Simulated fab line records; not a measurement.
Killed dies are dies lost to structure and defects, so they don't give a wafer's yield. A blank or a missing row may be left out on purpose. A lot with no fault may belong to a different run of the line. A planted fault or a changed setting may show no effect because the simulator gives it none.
A lot that was struck, set against a sound lot / flow nand harc / 25 steps out of a route of 1302
Sound: wafers L445.1, L445.2, L445.4. Struck: wafers L460.2, L460.3, L460.6. At the end, the cause is stated.
Order at every step that has rows: each side's tool, ch and its chambers, its first start. Under that, the readings that differ: sound wafers / struck wafers / difference of the means / sigmas: that difference in standard deviations of wafers without a fault.
alike: words and numbers the same on both sides, and readings whose means are apart by under 2 such deviations; not compared: readings that were withheld, readings missing a value for some wafer, numbers with overlapping values and no deviation given by the record, and bounds like >300 which may hide the same value.
A row with sigmas, a row that says differs or no value, or rows on one side alone: a step with any of these is where the two part. When numbers do not overlap yet have no deviation, they are printed without sigmas and do not part them. Lack of a reading on every wafer of one side parts them only where that side has two or more wafers.

first, 1 step without rows for these wafers: NHARC_A_M0_SRD_25.
NHARC_A_M0_INSPECT_27:
  sound: defect inspect-01 at day 25 03:51; struck: defect inspect-01 at day 30 14:06
reading=raw defect count; sound=723 608 653; struck=455 557 446; difference=-175; sigmas=-2
NHARC_A_M0_PRE_CLEAN_31: time 12 s.
  sound on pecvd-02 ch 0,1,2, day 25 03:56; struck on pecvd-03 ch 0,1,2, day 30 14:10
  alike: heater power w, rf fwd power W
NHARC_A_M0_DEP_32: deposits SiCN, target thk 30 nm.
  sound on pecvd-02 ch 0,1,2, day 25 04:02; struck on pecvd-03 ch 0,1,2, day 30 14:14
  alike: heater power w, rf fwd power W
then, 7 steps without rows for these wafers: NHARC_A_M1_DEP_00 (deposits SiOC, target thk 182.5 nm); NHARC_A_M1_DEHYDRATE_01 (time 120 s); NHARC_A_M1_HMDS_02 (time 30 s); NHARC_A_M1_COAT_34 (time 65 s); NHARC_A_M1_COAT_03 (resist thk 90 nm); NHARC_A_M1_SOFTBAKE_04 (time 55 s); NHARC_A_M1_EBR_05.
NHARC_A_M1_EXPOSE_06: exposes mask A M1, target cd 120 nm.
  sound on arfi scanner-02 ch 0, day 25 05:05; struck on arfi scanner-03 ch 0, day 30 15:29
reading=exposure dose mJ cm2; sound=75.06 75.22 75.14; struck=77.61 77.51 77.67; difference=+2.46; sigmas=+32
  alike: mask
then, 2 steps without rows for these wafers: NHARC_A_M1_PEB_07 (peb time 65 s); NHARC_A_M1_DEVELOP_08 (develop time 35 s).
NHARC_A_M1_CD_MEAS_09: target cd 120 nm.
  sound on cd sem-01 ch 0, day 25 05:13; struck on cd sem-03 ch 0, day 30 15:38
reading=cd nm (nm); sound=120.2 120.1 119.6; struck=122.9 122.2 122.5; difference=+2.6; sigmas=+4
  not compared: hold
NHARC_A_M1_OVL_MEAS_10: pitch 240 nm.
  sound: overlay-02 at day 25 05:19; struck: overlay-02 at day 30 15:43
  alike: overlay x nm, overlay y nm
  not compared: hold
NHARC_A_M1_INSPECT_11:
  sound: defect inspect-01 at day 25 05:21; struck: defect inspect-02 at day 30 15:45
  alike: raw defect count
NHARC_A_M1_DESCUM_14: chemistry O2, time 3 s.
  sound on rie diel-09 ch 0,2,3, day 25 05:25; struck on rie diel-09 ch 0,2,3, day 30 15:49
reading=model.A_M1.cd nm (nm); sound=120.4 120.5 119.9; struck=123.2 123 122.7; difference=+2.7; sigmas=
  alike: drypump motor current A, oes product au, rf vpp V, showerhead plenum p Torr, throttle valve pct
  not compared: rf hours counter h
NHARC_A_M1_ETCH_35: etches the open film in N2/H2, target depth 40 nm, overetch 12 nm, time 43.94 s.
  sound on rie diel-09 ch 0,1,2, day 25 05:30; struck on rie diel-09 ch 1,3, day 30 15:54
  alike: drypump motor current A, oes product au, rf fwd power W, rf vpp V, showerhead plenum p Torr, throttle valve pct
  not compared: rf hours counter h
NHARC_A_M1_ETCH_15: etches the open film in C4F8/Ar, target depth 182.5 nm, time 91.2 s.
  sound: rie diel-09 ch 0,1,2; struck: rie diel-09 ch 2,3
  alike: oes product au, rf fwd power W, rf vpp V
  not compared: rf hours counter h
NHARC_A_M1_CD_MEAS_16:
  sound: cd sem-02 at day 25 05:43; struck: cd sem-03 at day 30 16:07
reading=cd nm (nm); sound=121.0 120.5 120.4; struck=123.5 123.1 122.6; difference=+2.4; sigmas=+3
NHARC_A_M1_STRIP_18: strips in N2/H2.
  sound on rie diel-12 ch 1,2,3, day 25 05:49; struck on rie diel-12 ch 2,3, day 30 16:11
  alike: drypump motor current A, oes product au, rf fwd power W, rf vpp V, showerhead plenum p Torr, throttle valve pct
  not compared: rf hours counter h
NHARC_A_M1_ETCH_28: etches the open film in CF4/N2, target depth 30 nm, time 72.99 s.
  sound: rie diel-12 ch 0,1,2; struck: rie diel-12 ch 0,1,2
reading=model.A_M1.cd nm (nm); sound=120.9 119.7 120.3; struck=123 123.9 123.2; difference=+3; sigmas=
  alike: drypump motor current A, oes product au, rf fwd power W, rf vpp V, showerhead plenum p Torr, throttle valve pct
  not compared: rf hours counter h
then, 1 step without rows for these wafers: NHARC_A_M1_STRIP_19 (strips in post etch residue remover, time 600 s).
NHARC_END_SORT_01:
  sound on prober-01 ch 0, day 26 17:06; struck on prober-01 ch 0, day 32 04:20
  alike: defect limited yield, killed at array, killed at other, killed at periphery, killed dies, killed open, killed short

WHERE THEY PART
Last at NHARC_A_M1_CD_MEAS_16 as far as this record goes, first at NHARC_A_M0_INSPECT_27. Later steps at which nothing parts them and some readings are alike: NHARC_A_M1_STRIP_18, NHARC_A_M1_ETCH_28, NHARC_END_SORT_01.

WHY: what the simulator had put in
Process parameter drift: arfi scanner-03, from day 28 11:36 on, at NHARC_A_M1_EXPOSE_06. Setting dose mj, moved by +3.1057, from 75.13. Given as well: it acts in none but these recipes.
